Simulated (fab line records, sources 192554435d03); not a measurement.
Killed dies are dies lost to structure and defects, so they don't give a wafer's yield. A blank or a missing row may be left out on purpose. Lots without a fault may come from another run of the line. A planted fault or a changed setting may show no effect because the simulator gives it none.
Chamber matching | flow n5_finfet | N5_BEOL_M10_ETCH_66 on rie_diel-04: 4 sister chambers
The step etches SOC in N2/H2, target depth 120 nm, overetch 24 nm, time 180 s. 8 wafers are shown with their chamber, then 8 later ones without.

WAFERS WITH THEIR CHAMBER
wafer  | chamber | showerhead_plenum_p_Torr (Torr) | drypump_motor_current_A (A)
L078.3 | 2       | 2.48                            | 5.7
L082.1 | 1       | 2.59                            | 5.9
L082.2 | 3       | 2.43                            | 6.2
L082.3 | 0       | 2.62                            | 6.7
L085.3 | 0       | 2.62                            | 6.7
L085.4 | 3       | 2.43                            | 6.2
L085.6 | 1       | 2.59                            | 5.9
L088.1 | 2       | 2.47                            | 5.6

WAFERS WITHOUT THEIR CHAMBER
wafer  | showerhead_plenum_p_Torr (Torr) | drypump_motor_current_A (A)
L088.3 | 2.43                            | 6.2
L088.5 | 2.47                            | 5.6
L092.2 | 2.58                            | 5.9
L092.5 | 2.61                            | 6.7
L092.6 | 2.58                            | 5.9
L094.1 | 2.61                            | 6.7
L094.4 | 2.42                            | 6.2
L094.6 | 2.58                            | 5.9

WHICH CHAMBER EACH WENT THROUGH
wafer  | from the rows above | in truth
L088.3 | 3                   | 3
L088.5 | 2                   | 2
L092.2 | 1                   | 1
L092.5 | 0                   | 0
L092.6 | 1                   | 1
L094.1 | 0                   | 0
L094.4 | 3                   | 3
L094.6 | 1                   | 1
Placed correctly: 8 of 8. Can't be placed from these rows: 0. Placed wrongly: 0.
How it was worked out, from the rows above alone: a wafer's distance from a chamber is the root of the sum, over the readings, of the square of ((its reading less the chamber's mean) divided by the reading's scatter). The wafer belongs to the nearest chamber; if the next one is less than 2 further off, it can't be placed. A chamber's mean is the mean of its shown wafers. The scatter: the root of (the sum of the squares of (reading less its chamber's mean) over the shown wafers, divided by (wafers less chambers)).
